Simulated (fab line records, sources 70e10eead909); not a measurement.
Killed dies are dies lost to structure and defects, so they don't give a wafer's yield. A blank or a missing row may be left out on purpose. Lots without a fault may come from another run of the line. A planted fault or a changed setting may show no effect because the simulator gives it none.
fab line records | flow nand_harc
record lots=12 wafers=36 last_day=24
route steps=1159 shown A_CHANNEL_FILL_D1@494 A_STAIRCASE@532 END@1159
lots that met no fault: from a run of the same line without faults
start_h: hours from the record's first day to the start of the lot's first wafer shown | wait_h: hours since the lot's step before | " the same as in the row above | L1.1+2: a row that stands for several wafers | - no value, or no start given | * or withheld: withheld | < > ~ a bound
route shown NAME@n: a module of which the file shows steps, and the number in the route of the first | usual: mean/standard deviation of fault-free wafers | same: alike in all rows | chamber/n: place in a boat | sites: the reading at each site | _std_site: their standard deviation | _edge_site: outer sites' mean less inner sites' | radius_mm: how far each site lies from the wafer's centre | mask NAME#n: copy n | behind: the tool/chamber that last shaped the wafer | hold: why the lot was held/for how many hours/how that ended | device: the transistor (n, p or np) that didn't switch | end of line: the same wafers' tests at the end of the route | a step without rows: its recipe alone | killed: dies lost to structure and defects at the first sort, not the wafer's yield | map: a wafer's dies, x killed, . not, _ none there
set.NAME: the setting as run; set.NAME@STEP: as run at that earlier step | model.NAME: the simulator's own value behind a step, which no gauge read
steps of the route over a sample of lots; a table a step, a row a wafer
services: from which hour (start_h, from the record's first day; less than 0 if before it) a tool's chamber was out of use, for how many hours, and why
## steps
# step NHARC_A_CHANNEL_FILL_D1_ALD_14
# recipe target_thk_a=25 pulse_time_s=10 ald_cycles=25 temp_c=300 material=SiO2
# usual heater_power_w=489/37 precursor_pulse_height_rel=1.002/0.018
# columns lot.wafer tool chamber start_h wait_h heater_power_w precursor_pulse_height_rel
L279.1 ald_hk-01 0 190.35 0.0 531 0.995
L279.4 " 2 " " 478 0.978
L279.5 " 1 " " 516 1.014
L280.3 ald_hk-03 2 197.64 1.6 530 0.987
L280.4 " 3 " " 568 0.966
L280.2 " 0 " " 454 0.978
L282.1 ald_hk-01 2 203.45 0.1 475 1.015
L282.4 " 0 " " 549 1.012
L282.5 " 2 " " 476 1.001
L283.3 ald_hk-03 0 213.53 0.1 452 1.019
L283.5 " 2 " " 524 0.984
L283.6 " 3 " " 557 0.978
L284.2 ald_hk-01 0 223.83 0.3 539 1.024
L284.1 " 2 " " 480 1.003
L284.5 " 1 " " 498 1.029
L287.2 ald_hk-03 1 235.81 2.8 500 0.999
L287.5 " 1 " " 505 0.991
L287.6 " 2 " " 527 1.011
L290.1 ald_hk-03 1 262.96 0.0 489 1.011
L290.3 " 2 " " 530 0.997
L290.2 " 0 " " 459 0.988
L297.3 ald_hk-01 0 296.87 2.3 521 0.999
L297.5 " 0 " " 516 1.010
L297.6 " 1 " " 499 1.015
L299.3 ald_hk-04 1 305.03 0.1 450 1.051
L299.1 " 2 " " 428 1.012
L299.5 " 1 " " 433 0.999
L301.3 ald_hk-04 3 317.79 0.0 444 0.979
L301.4 " 1 " " 443 1.018
L301.6 " 0 " " 479 1.019
L302.4 ald_hk-04 2 322.84 0.1 437 1.019
L302.2 " 0 " " 451 0.961
L302.5 " 1 " " 450 0.995
L300.3 ald_hk-01 0 326.37 0.0 524 0.992
L300.2 " 2 " " 470 0.989
L300.5 " 0 " " 529 0.994
# step NHARC_A_CHANNEL_FILL_D1_ETCHBACK_20
# recipe target_depth_a=270 time_s=13.5 c4f8_flow_sccm=withheld o2_flow_sccm=8 ar_flow_sccm=withheld rf_w=600 bias_w=1500 chemistry=C4F8/O2/Ar
# usual oes_product_au=0.96/0.038 rf_vpp_V=978/5.5
# columns lot.wafer tool chamber start_h wait_h oes_product_au rf_hours_counter_h rf_vpp_V
L279.1 rie_diel-06 1 210.08 - 0.95 5 969
L279.4 " 2 " " 0.90 5 979
L279.5 " 0 " " 0.94 - 983
L280.4 rie_diel-06 3 216.50 - 0.94 5 978
L280.2 " 0 " " 0.93 5 985
L280.3 " 2 " " 0.90 5 980
L282.4 rie_diel-02 3 220.30 - 1.01 1 984
L282.1 " 1 " " 1.00 1 981
L282.5 " 2 " " 1.01 - 981
L283.3 rie_diel-08 2 230.38 - 1.00 19 970
L283.5 " 1 " " 1.02 - 984
L283.6 " 2 " " 0.99 - 971
L284.2 rie_diel-06 3 240.74 - 0.93 6 978
L284.1 " 1 " " 0.94 6 969
L284.5 " 3 " " 0.93 - 980
L287.2 rie_diel-06 3 253.16 - 1.01 0 978
L287.5 " 3 " " 1.01 - 978
L287.6 " 0 " " 1.00 - 986
L290.1 rie_diel-02 1 281.42 - 0.94 3 981
L290.2 " 3 " " 0.93 3 987
L290.3 " 0 " " 0.93 3 970
L297.3 rie_diel-02 2 314.11 - 0.95 3 980
L297.6 " 3 " " 0.94 - 986
L297.5 " 0 " " 0.92 - 972
L299.1 rie_diel-06 3 322.09 - 1.02 2 980
L299.3 " 0 " " 0.99 2 985
L299.5 " 3 " " 1.02 - 978
L301.4 rie_diel-06 1 335.22 - 0.92 3 968
L301.3 " 2 " " 0.91 3 977
L301.6 " 2 " " 0.92 - 978
L300.2 rie_diel-02 1 341.42 - 0.99 0 980
L300.3 " 0 " " 0.97 0 971
L300.5 " 0 " " 0.98 - 971
L302.4 rie_diel-06 2 341.45 - 0.91 3 979
L302.2 " 3 " " 0.95 3 978
L302.5 " 0 " " 0.92 - 985
# step NHARC_A_CHANNEL_FILL_D1_STRIP_29
# recipe time_s=20 o2_flow_sccm=500 ar_flow_sccm=0 bias_w=0 chemistry=O2
# usual drypump_motor_current_A=5.7/0.58 oes_product_au=1.001/0.012 rf_vpp_V=57.8/0.88 showerhead_plenum_p_Torr=3.52/0.14 throttle_valve_pct=17.038/0.0099
# columns lot.wafer tool chamber start_h wait_h drypump_motor_current_A oes_product_au rf_hours_counter_h rf_vpp_V showerhead_plenum_p_Torr throttle_valve_pct
L279.1 rie_diel-06 1 - - 6.1 1.026 6 58.5 3.31 17.029
L279.4 " 3 " " 6.3 1.006 6 58.1 3.54 17.053
L279.5 " 1 " " 6.1 1.024 - 57.6 3.31 17.029
L280.2 rie_diel-06 1 - - 6.1 1.013 6 57.7 3.31 17.029
L280.3 " 2 " " 5.0 0.976 6 58.2 3.55 17.027
L280.4 " 3 " " 6.3 1.005 6 58.0 3.54 17.030
L282.1 rie_diel-02 2 - - 6.4 1.020 2 57.6 3.58 17.036
L282.4 " 1 " " 5.6 1.019 2 56.6 3.59 17.017
L282.5 " 2 " " 6.4 1.024 - 57.4 3.58 17.034
L283.3 rie_diel-08 0 - - 5.6 1.003 19 57.2 3.47 17.037
L283.5 " 0 " " 5.6 0.994 - 58.7 3.47 17.030
L283.6 " 1 " " 5.9 0.997 - 58.3 3.67 17.040
L284.2 rie_diel-08 0 - - 5.6 1.010 22 58.7 3.47 17.018
L284.1 " 3 " " 6.0 0.997 23 57.5 3.45 17.033
L284.5 " 0 " " 5.6 1.016 - 56.5 3.47 17.032
L287.2 rie_diel-06 2 - - 5.0 1.001 1 56.8 3.55 17.046
L287.6 " 1 " " 6.1 0.984 - 56.5 3.31 17.027
L287.5 " 2 " " 5.0 1.001 - 57.8 3.55 17.057
L290.2 rie_diel-02 0 - - 4.8 1.000 3 57.3 3.34 17.047
L290.1 " 1 " " 5.6 1.018 3 58.6 3.58 17.037
L290.3 " 2 " " 6.4 1.022 3 58.4 3.58 17.041
L297.3 rie_diel-06 2 - - 5.0 0.995 3 57.7 3.55 17.030
L297.5 " 0 " " 5.0 0.994 - 57.2 3.70 17.047
L297.6 " 1 " " 6.1 1.002 - 58.6 3.31 17.031
L299.1 rie_diel-06 2 - - 5.0 0.992 3 58.4 3.55 17.038
L299.3 " 0 " " 5.0 0.990 3 59.2 3.70 17.034
L299.5 " 2 " " 5.0 0.991 - 57.5 3.55 17.044
L301.3 rie_diel-02 0 352.60 0.2 4.8 0.967 0 57.6 3.34 17.033
L301.4 " 2 " " 6.4 1.013 - 59.3 3.58 17.046
L301.6 " 0 " " 4.8 0.981 - 57.9 3.34 17.019
L300.2 rie_diel-02 0 361.51 0.1 4.8 0.970 1 57.5 3.34 17.030
L300.3 " 1 " " 5.6 0.991 1 58.4 3.58 17.037
L300.5 " 0 " " 4.8 0.966 - 55.9 3.34 17.017
L302.4 rie_diel-08 2 - - 5.4 0.989 11 57.1 3.31 17.037
L302.2 " 3 " " 6.0 0.981 11 57.8 3.44 17.040
L302.5 " 1 " " 5.9 0.992 - 59.1 3.66 17.061
# step NHARC_A_STAIRCASE_ETCH_170
# recipe target_depth_a=2000 time_s=66.667 ion_energy_ev=250 c4f6_flow_sccm=25 o2_flow_sccm=20 ar_flow_sccm=500 rf_w=600 bias_w=500 chemistry=C4F6/O2
# usual drypump_motor_current_A=5.7/0.35 oes_product_au=0.973/0.016 rf_vpp_V=548/3 run_length_s=88.0/0.46 showerhead_plenum_p_Torr=3.96/0.14 throttle_valve_pct=26.903/0.0094
# columns lot.wafer tool chamber start_h wait_h drypump_motor_current_A oes_product_au rf_hours_counter_h rf_vpp_V run_length_s showerhead_plenum_p_Torr throttle_valve_pct
L279.1 rie_diel-11 0 238.75 - 5.4 0.962 14 551 88.7 4.13 26.920
L279.4 " 1 " " 5.8 0.956 15 547 87.9 3.85 26.905
L279.5 " 3 " " 5.8 0.947 - 550 87.2 4.08 26.896
L280.3 rie_diel-13 0 241.45 - 6.7 0.998 46 552 88.0 4.20 26.896
L280.2 " 1 " " 5.5 0.969 44 548 87.9 4.00 26.894
L280.4 " 2 " " 5.2 0.976 50 548 88.6 3.98 26.890
L282.1 rie_diel-13 3 246.84 - 5.5 0.986 47 544 87.4 3.84 26.917
L282.4 " 0 " " 6.7 0.980 48 554 88.0 4.20 26.906
L282.5 " 0 " " 6.7 0.979 - 552 88.7 4.20 26.885
L283.3 rie_diel-01 1 255.54 - 5.9 0.975 35 542 87.8 3.72 26.912
L283.5 " 3 " " 6.2 0.977 - 547 87.2 3.99 26.910
L283.6 " 0 " " 5.4 0.974 - 549 87.9 3.99 26.905
L284.1 rie_diel-01 0 265.50 - 5.4 0.964 39 548 88.2 3.99 26.909
L284.2 " 2 " " 5.8 0.971 42 550 88.6 4.12 26.893
L284.5 " 0 " " 5.4 0.968 - 550 88.5 3.99 26.901
L287.2 rie_diel-11 1 278.01 - 5.8 0.948 29 545 88.1 3.84 26.900
L287.5 " 0 " " 5.4 0.969 - 550 88.2 4.12 26.907
L287.6 " 1 " " 5.8 0.951 - 546 87.9 3.84 26.910
L290.1 rie_diel-11 3 306.59 - 5.8 0.964 40 550 87.6 4.06 26.901
L290.2 " 0 " " 5.4 0.986 39 551 88.2 4.11 26.902
L290.3 " 2 " " 5.6 0.979 43 545 88.6 3.79 26.906
L297.3 rie_diel-13 0 339.78 - 6.7 1.006 21 552 81.0 4.18 26.897
L297.6 " 0 " " 6.7 1.013 - 552 80.7 4.18 26.910
L297.5 " 1 " " 5.5 0.994 - 549 87.7 3.97 26.900
L299.1 rie_diel-01 1 347.55 - 5.9 0.973 10 541 87.6 3.70 26.896
L299.3 " 2 " " 5.8 0.967 9 551 88.5 4.10 26.906
L299.5 " 1 " " 5.9 0.982 - 542 87.5 3.70 26.916
L301.4 rie_diel-01 1 360.06 - 5.9 0.975 15 542 87.8 3.70 26.898
L301.3 " 3 " " 6.1 0.963 16 549 87.2 3.97 26.906
L301.6 " 1 " " 5.9 0.975 - 543 88.2 3.70 26.894
L302.2 rie_diel-01 3 369.30 - 6.0 0.971 18 546 87.1 3.97 26.901
L302.4 " 0 " " 5.4 0.975 20 548 88.0 3.97 26.912
L302.5 " 2 " " 5.9 0.978 - 549 88.3 4.10 26.895
L300.3 rie_diel-13 0 369.48 - 6.7 0.990 32 552 81.0 4.17 26.859
L300.2 " 3 " " 5.5 0.965 32 544 87.8 3.82 26.902
L300.5 " 0 " " 6.7 1.002 - 553 80.9 4.17 26.908
# step NHARC_END_SORT_01
# recipe temp_c=25
# usual killed_at_array=27/9.9 killed_at_other=0.5/0.76 killed_at_periphery=3.4/2.2 killed_dies=31/10 killed_open=3.3/2 killed_short=2.0/1.5
# same gross_dies=677
# columns lot.wafer tool chamber start_h wait_h hold killed_at_array killed_at_other killed_at_periphery killed_dies killed_open killed_short
L280.2 prober-02 0 454.67 2.8 - 28 0 1 29 1 1
L280.3 prober-02 0 455.47 3.1 - 39 0 4 43 4 4
L280.4 prober-02 0 456.27 3.4 - 35 0 0 35 2 0
L279.1 prober-01 0 459.39 2.5 - 21 0 2 23 3 1
L279.4 prober-01 0 461.80 3.4 - 19 0 3 22 4 1
L279.5 prober-01 0 462.60 3.7 - 19 2 2 23 2 2
L282.1 prober-02 0 461.71 2.5 - 24 0 4 28 0 4
L282.4 prober-02 0 464.07 3.4 - 28 1 1 30 2 4
L282.5 prober-02 0 464.86 3.7 - 38 0 4 42 8 4
L283.3 prober-01 0 468.81 3.1 - 31 0 3 34 7 5
L283.5 prober-01 0 470.41 3.7 - 20 0 2 22 4 2
L283.6 prober-01 0 471.21 4.0 - 19 0 0 19 4 2
L287.2 prober-01 0 484.71 2.8 - 11 2 2 15 5 0
L287.5 prober-01 0 487.16 3.8 - 12 0 8 20 4 4
L287.6 prober-01 0 487.98 4.1 - 12 1 6 19 3 1
L284.1 prober-02 0 491.69 2.5 - 22 1 3 26 6 2
L284.2 prober-02 0 492.50 2.8 - 21 1 3 25 5 1
L284.5 prober-02 0 494.92 3.7 - 22 0 2 24 1 3
L290.1 prober-02 0 509.64 2.4 - 32 2 7 41 2 3
L290.2 prober-02 0 510.45 2.7 - 29 0 3 32 2 2
L290.3 prober-02 0 511.26 3.1 - 30 0 4 34 5 0
L297.3 prober-02 0 543.03 3.1 await_dispo/1.5h/release 608 2 2 612 5 1
L297.5 prober-02 0 544.61 3.7 await_dispo/1.5h/release 10 1 2 13 5 1
L297.6 prober-02 0 545.40 3.9 await_dispo/1.5h/release 605 0 1 606 1 2
L299.1 prober-01 0 550.27 2.5 - 15 1 6 22 5 1
L299.3 prober-01 0 551.88 3.1 - 16 0 2 18 3 1
L299.5 prober-01 0 553.49 3.7 - 14 2 6 22 7 1
L302.2 prober-01 0 558.84 2.8 - 32 0 8 40 2 5
L302.4 prober-01 0 560.41 3.3 - 42 0 3 45 5 1
L302.5 prober-01 0 561.19 3.6 - 46 1 3 50 7 2
L301.3 prober-02 0 559.67 3.1 - 30 0 3 33 3 2
L301.4 prober-02 0 560.48 3.4 - 41 0 3 44 6 3
L301.6 prober-02 0 562.10 4.1 - 37 0 2 39 1 0
L300.2 prober-01 0 566.52 2.8 await_dispo/5.3h/release 16 0 11 27 5 1
L300.3 prober-01 0 567.31 3.1 await_dispo/5.3h/release 648 0 5 653 3 2
L300.5 prober-01 0 568.90 3.7 await_dispo/5.3h/release 648 0 9 657 2 3
# killed by level:class
L280.2 A_CHANNEL_HOLE_D1:chamber_film_flake=12 A_SLIT:chamber_film_flake=8 A_STAIRCASE:chamber_film_flake=5 A_CHANNEL_FILL_D1:geometric_particle:short=1 A_M0:geometric_particle:open=1 P_M0:chamber_film_flake=1 A_CONTACT:chamber_film_flake=1
L280.3 A_CHANNEL_HOLE_D1:chamber_film_flake=17 A_SLIT:chamber_film_flake=9 A_ZERO_WELL:chamber_film_flake=3 A_CONTACT:chamber_film_flake=3 A_STAIRCASE:chamber_film_flake=2 P_GATE:geometric_particle:short=1 P_CONTACT:geometric_particle:open=1 P_M1:geometric_particle:open=1
L280.4 A_CHANNEL_HOLE_D1:chamber_film_flake=13 A_SLIT:chamber_film_flake=11 A_CONTACT:chamber_film_flake=4 A_STAIRCASE:chamber_film_flake=2 A_CHANNEL_HOLE_D1:geometric_particle:open=1 A_BLC:geometric_particle:open=1 A_ZERO_WELL:chamber_film_flake=1 A_SGD_CUT:chamber_film_flake=1
L279.1 A_CHANNEL_HOLE_D1:chamber_film_flake=16 P_M0:geometric_particle:open=2 A_STAIRCASE:chamber_film_flake=2 A_CHANNEL_FILL_D1:geometric_particle:short=1 A_SLIT:geometric_particle:open=1 A_SGD_CUT:chamber_film_flake=1
L282.1 A_CHANNEL_HOLE_D1:chamber_film_flake=15 P_STI:chamber_film_flake=2 A_WL_FILL:chamber_film_flake=2 P_CONTACT:geometric_particle:short=1 A_CHANNEL_FILL_D1:geometric_particle:short=1 A_SGD_CUT:geometric_particle:short=1 A_WL_FILL:geometric_particle:short=1 P_ZERO_WELL:chamber_film_flake=1
L279.4 A_CHANNEL_HOLE_D1:chamber_film_flake=11 A_STAIRCASE:chamber_film_flake=3 P_GATE:geometric_particle:open=1 P_M0:geometric_particle:open=1 A_CHANNEL_HOLE_D1:geometric_particle:short=1 A_SGD_CUT:geometric_particle:open=1 A_M0:geometric_particle:open=1 P_ZERO_WELL:chamber_film_flake=1
L279.5 A_CHANNEL_HOLE_D1:chamber_film_flake=13 A_ONON_D1:geometric_particle:short=2 THIN_TSV:chamber_film_flake=2 P_CONTACT:geometric_particle:open=1 A_CONTACT:geometric_particle:open=1 P_ZERO_WELL:chamber_film_flake=1 A_SLIT:chamber_film_flake=1 A_CHANNEL_FILL_D1:chamber_film_flake=1
L282.4 A_CHANNEL_HOLE_D1:chamber_film_flake=12 A_STAIRCASE:chamber_film_flake=5 A_BLC:chamber_film_flake=3 A_WL_FILL:chamber_film_flake=2 A_SOURCE_PLATE:geometric_particle:short=1 A_CHANNEL_FILL_D1:geometric_particle:short=1 A_WL_FILL:geometric_particle:open=1 A_M0:geometric_particle:open=1
L282.5 A_CHANNEL_HOLE_D1:chamber_film_flake=17 A_BLC:chamber_film_flake=4 A_STAIRCASE:chamber_film_flake=3 A_SGD_CUT:geometric_particle:open=2 A_BLC:geometric_particle:open=2 A_WL_FILL:chamber_film_flake=2 P_M0:geometric_particle:short=1 P_M0:geometric_particle:open=1
L283.3 A_SLIT:chamber_film_flake=9 A_CHANNEL_HOLE_D1:chamber_film_flake=7 A_ONON_D1:geometric_particle:open=3 A_CONTACT:geometric_particle:open=2 A_CONTACT:geometric_particle:short=2 P_GATE:geometric_particle:open=1 P_M0:geometric_particle:open=1 A_CHANNEL_HOLE_D1:geometric_particle:short=1
L283.5 A_SLIT:chamber_film_flake=8 A_STAIRCASE:chamber_film_flake=3 A_WL_FILL:geometric_particle:open=2 P_M0:geometric_particle:open=1 A_ONON_D1:geometric_particle:short=1 A_CHANNEL_FILL_D1:geometric_particle:open=1 A_WL_FILL:geometric_particle:short=1 P_STI:chamber_film_flake=1
L283.6 A_CHANNEL_HOLE_D1:chamber_film_flake=5 A_SLIT:chamber_film_flake=4 A_WL_FILL:geometric_particle:short=2 A_CONTACT:geometric_particle:open=2 A_WL_FILL:chamber_film_flake=2 A_ONON_D1:geometric_particle:open=1 A_SGD_CUT:geometric_particle:open=1 A_STAIRCASE:chamber_film_flake=1
L287.2 A_CHANNEL_HOLE_D1:chamber_film_flake=5 A_STAIRCASE:chamber_film_flake=2 THIN_TSV:chamber_film_flake=2 P_CONTACT:geometric_particle:open=1 P_M0:geometric_particle:open=1 A_SOURCE_PLATE:geometric_particle:open=1 A_ONON_D1:geometric_particle:open=1 A_CONTACT:geometric_particle:open=1
L287.5 P_M1:chamber_film_flake=6 A_CHANNEL_HOLE_D1:chamber_film_flake=3 P_CONTACT:geometric_particle:open=1 A_SOURCE_PLATE:geometric_particle:short=1 A_ONON_D1:geometric_particle:open=1 A_SGD_CUT:geometric_particle:open=1 A_SGD_CUT:geometric_particle:short=1 A_CONTACT:geometric_particle:short=1
L287.6 A_CHANNEL_HOLE_D1:chamber_film_flake=4 P_M1:chamber_film_flake=3 A_STAIRCASE:chamber_film_flake=2 P_CONTACT:geometric_particle:open=1 A_CHANNEL_HOLE_D1:geometric_particle:open=1 A_CHANNEL_FILL_D1:geometric_particle:short=1 A_CONTACT:geometric_particle:open=1 P_ZERO_WELL:chamber_film_flake=1
L284.1 A_SLIT:chamber_film_flake=5 A_CHANNEL_HOLE_D1:chamber_film_flake=4 A_STAIRCASE:chamber_film_flake=3 A_WL_FILL:geometric_particle:open=2 P_GATE:chamber_film_flake=2 A_CONTACT:chamber_film_flake=2 A_CHANNEL_FILL_D1:geometric_particle:short=1 A_CHANNEL_FILL_D1:geometric_particle:open=1
L284.2 A_SLIT:chamber_film_flake=9 A_CHANNEL_FILL_D1:geometric_particle:open=3 A_CHANNEL_HOLE_D1:chamber_film_flake=3 P_ZERO_WELL:chamber_film_flake=2 A_STAIRCASE:chamber_film_flake=2 A_CHANNEL_FILL_D1:geometric_particle:short=1 A_WL_FILL:geometric_particle:open=1 A_CONTACT:geometric_particle:open=1
L284.5 A_SLIT:chamber_film_flake=13 A_CHANNEL_HOLE_D1:chamber_film_flake=3 P_ZERO_WELL:geometric_particle:short=1 A_CHANNEL_FILL_D1:geometric_particle:open=1 A_SGD_CUT:geometric_particle:short=1 A_WL_FILL:geometric_particle:short=1 P_ZERO_WELL:chamber_film_flake=1 A_CHANNEL_FILL_D1:chamber_film_flake=1
L290.1 A_CHANNEL_HOLE_D1:chamber_film_flake=19 A_STAIRCASE:chamber_film_flake=5 P_GATE:chamber_film_flake=4 P_M0:chamber_film_flake=2 A_CONTACT:chamber_film_flake=2 THIN_TSV:chamber_film_flake=2 P_CONTACT:geometric_particle:short=1 A_SGD_CUT:geometric_particle:open=1
L290.2 A_CHANNEL_HOLE_D1:chamber_film_flake=17 A_STAIRCASE:chamber_film_flake=6 P_M0:chamber_film_flake=2 A_SLIT:chamber_film_flake=2 P_M1:geometric_particle:open=1 A_WL_FILL:geometric_particle:short=1 A_WL_FILL:geometric_particle:open=1 A_CONTACT:geometric_particle:short=1
L290.3 A_CHANNEL_HOLE_D1:chamber_film_flake=17 A_STAIRCASE:chamber_film_flake=8 P_M0:chamber_film_flake=3 A_CONTACT:geometric_particle:open=2 P_GATE:geometric_particle:open=1 A_WL_FILL:geometric_particle:open=1 A_BLC:geometric_particle:open=1 A_SLIT:chamber_film_flake=1
L297.3 A_STAIRCASE:area_etch=591 A_CHANNEL_HOLE_D1:chamber_film_flake=8 A_CONTACT:chamber_film_flake=3 P_M0:geometric_particle:open=2 A_STAIRCASE:chamber_film_flake=2 A_SGD_CUT:geometric_particle:short=1 A_WL_FILL:geometric_particle:open=1 A_CONTACT:geometric_particle:open=1
L297.5 A_CHANNEL_FILL_D1:geometric_particle:open=2 A_ZERO_WELL:chamber_film_flake=2 A_CHANNEL_HOLE_D1:chamber_film_flake=2 P_GATE:geometric_particle:open=1 P_M0:geometric_particle:open=1 A_CONTACT:geometric_particle:open=1 STARTING-WAFER:geometric_particle:short=1 A_STAIRCASE:chamber_film_flake=1
L297.6 A_STAIRCASE:area_etch=591 A_CHANNEL_HOLE_D1:chamber_film_flake=9 A_CONTACT:chamber_film_flake=2 P_GATE:geometric_particle:short=1 A_BLC:geometric_particle:short=1 A_M1:geometric_particle:open=1 A_SGD_CUT:chamber_film_flake=1
L299.1 A_CHANNEL_HOLE_D1:chamber_film_flake=6 P_M0:geometric_particle:open=2 A_STAIRCASE:chamber_film_flake=2 A_CONTACT:chamber_film_flake=2 A_M1:chamber_film_flake=2 P_GATE:geometric_particle:short=1 P_GATE:geometric_particle:open=1 A_ONON_D1:geometric_particle:open=1
L299.3 A_CHANNEL_HOLE_D1:chamber_film_flake=7 A_M1:chamber_film_flake=3 P_CONTACT:geometric_particle:short=1 A_SOURCE_PLATE:geometric_particle:open=1 A_ONON_D1:geometric_particle:open=1 A_M1:geometric_particle:open=1 P_BONDPAD:chamber_film_flake=1 A_STAIRCASE:chamber_film_flake=1
L299.5 A_CHANNEL_HOLE_D1:chamber_film_flake=6 A_CONTACT:chamber_film_flake=4 P_CONTACT:geometric_particle:open=3 THIN_TSV:chamber_film_flake=2 P_STI:geometric_particle:open=1 P_CONTACT:geometric_particle:short=1 P_M0:geometric_particle:open=1 A_CHANNEL_HOLE_D1:geometric_particle:open=1
L302.2 A_SLIT:chamber_film_flake=15 A_CHANNEL_HOLE_D1:chamber_film_flake=8 P_GATE:chamber_film_flake=5 A_CONTACT:chamber_film_flake=3 A_WL_FILL:geometric_particle:short=2 P_M0:geometric_particle:short=1 P_M1:geometric_particle:open=1 A_ONON_D1:geometric_particle:short=1
L301.3 A_SLIT:chamber_film_flake=22 A_CHANNEL_HOLE_D1:chamber_film_flake=2 A_M1:chamber_film_flake=2 P_STI:geometric_particle:open=1 P_CONTACT:geometric_particle:open=1 A_ONON_D1:geometric_particle:open=1 A_CHANNEL_FILL_D1:geometric_particle:short=1 A_M0:geometric_particle:short=1
L302.4 A_SLIT:chamber_film_flake=17 A_CHANNEL_HOLE_D1:chamber_film_flake=9 A_STAIRCASE:chamber_film_flake=5 A_CONTACT:chamber_film_flake=4 A_ZERO_WELL:chamber_film_flake=2 P_GATE:geometric_particle:open=1 A_ONON_D1:geometric_particle:open=1 A_CHANNEL_FILL_D1:geometric_particle:short=1
L301.4 A_SLIT:chamber_film_flake=16 A_CHANNEL_HOLE_D1:chamber_film_flake=8 A_CONTACT:chamber_film_flake=7 A_CHANNEL_FILL_D1:geometric_particle:open=3 A_M0:geometric_particle:short=2 P_M2:chamber_film_flake=2 P_CONTACT:geometric_particle:open=1 A_ONON_D1:geometric_particle:open=1
L302.5 A_SLIT:chamber_film_flake=19 A_CHANNEL_HOLE_D1:chamber_film_flake=7 A_STAIRCASE:chamber_film_flake=6 A_CONTACT:chamber_film_flake=5 A_CONTACT:geometric_particle:open=2 P_CONTACT:geometric_particle:open=1 A_ONON_D1:geometric_particle:short=1 A_SGD_CUT:geometric_particle:open=1
L301.6 A_SLIT:chamber_film_flake=18 A_CHANNEL_HOLE_D1:chamber_film_flake=8 A_CONTACT:chamber_film_flake=7 P_M2:chamber_film_flake=2 A_WL_FILL:geometric_particle:open=1 A_ZERO_WELL:chamber_film_flake=1 A_STAIRCASE:chamber_film_flake=1 A_WL_FILL:chamber_film_flake=1
L300.2 A_CHANNEL_HOLE_D1:chamber_film_flake=7 P_CONTACT:chamber_film_flake=6 A_STAIRCASE:chamber_film_flake=3 P_M2:chamber_film_flake=2 A_CONTACT:chamber_film_flake=2 P_M0:geometric_particle:open=1 P_M1:geometric_particle:open=1 P_M1:geometric_particle:short=1
L300.3 A_STAIRCASE:area_etch=631 A_CONTACT:chamber_film_flake=5 P_CONTACT:chamber_film_flake=4 A_CHANNEL_HOLE_D1:chamber_film_flake=4 A_SOURCE_PLATE:geometric_particle:open=1 A_ONON_D1:geometric_particle:open=1 A_SGD_CUT:geometric_particle:open=1 A_CONTACT:geometric_particle:short=1
L300.5 A_STAIRCASE:area_etch=619 A_CHANNEL_HOLE_D1:chamber_film_flake=11 A_CONTACT:chamber_film_flake=9 P_CONTACT:chamber_film_flake=6 A_STAIRCASE:chamber_film_flake=4 A_WL_FILL:geometric_particle:short=2 P_CONTACT:geometric_particle:open=1 P_CONTACT:geometric_particle:short=1
## services
# columns tool chamber start_h hours kind
rie_diel-06 0 171.20 - clean
rie_diel-06 1 171.20 - clean
rie_diel-06 2 171.20 - clean
rie_diel-08 - 182.51 0.4 repair
rie_diel-11 0 188.45 2.9 repair
rie_diel-11 - 189.50 9.0 pm
ald_hk-04 - 190.81 10.0 pm
rie_diel-06 1 202.50 2.8 repair
rie_diel-13 0 209.33 2.1 repair
rie_diel-08 0 211.62 11.0 repair
rie_diel-06 3 235.07 2.0 repair
rie_diel-06 - 241.20 9.0 pm
rie_diel-08 1 265.95 23.4 repair
rie_diel-13 - 276.27 9.0 pm
rie_diel-01 2 296.42 3.8 repair
rie_diel-08 - 301.80 9.0 pm
rie_diel-01 - 314.88 9.0 pm
ald_hk-03 - 322.45 10.0 pm
rie_diel-02 - 327.70 9.0 pm
rie_diel-02 3 338.68 22.9 repair
rie_diel-08 3 359.70 1.3 repair
rie_diel-01 2 362.64 2.9 repair
rie_diel-11 - 366.50 9.0 pm
rie_diel-06 3 368.17 9.8 repair
## key
first_sign step=NHARC_A_STAIRCASE_ETCH_170 reading=run_length_s direction=down sigmas=16 usual=* struck=*
effect step=NHARC_END_SORT_01 reading=killed_at_array direction=up sigmas=61 usual=27 struck=627
more_kills_born_at NHARC_A_STAIRCASE_ETCH_170@rie_diel-13=2432
met_at NHARC_A_STAIRCASE_ETCH_170
struck_lots L297,L300
struck_wafers L297.3,L297.6,L300.3,L300.5
later_rows_left_out L297.3,L297.6,L300.3,L300.5
tester_left_out L297,L300
not_acting_at NHARC_A_CHANNEL_FILL_D1_ALD_14,NHARC_A_CHANNEL_FILL_D1_ETCHBACK_20,NHARC_A_CHANNEL_FILL_D1_STRIP_29
onset_between 246.84 339.78
fault kind=process_parameter_drift tool=rie_diel-13 chamber=0 onset_h=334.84 steps=NHARC_A_STAIRCASE_ETCH_170 channel=time_s offset=* shape=step end_h=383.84 acts_in=* stated=*
# tester_left_out: of these lots the tester's yield and bins aren't shown, on N5 and GAA mostly nor the transistor test; their killed dies are dies lost to structure and defects alone, not to doping, threshold or leakage, so they don't give the yield
# later_rows_left_out: the simulator's readings of these wafers behind a module that went badly wrong aren't trusted and aren't shown, but for the sort
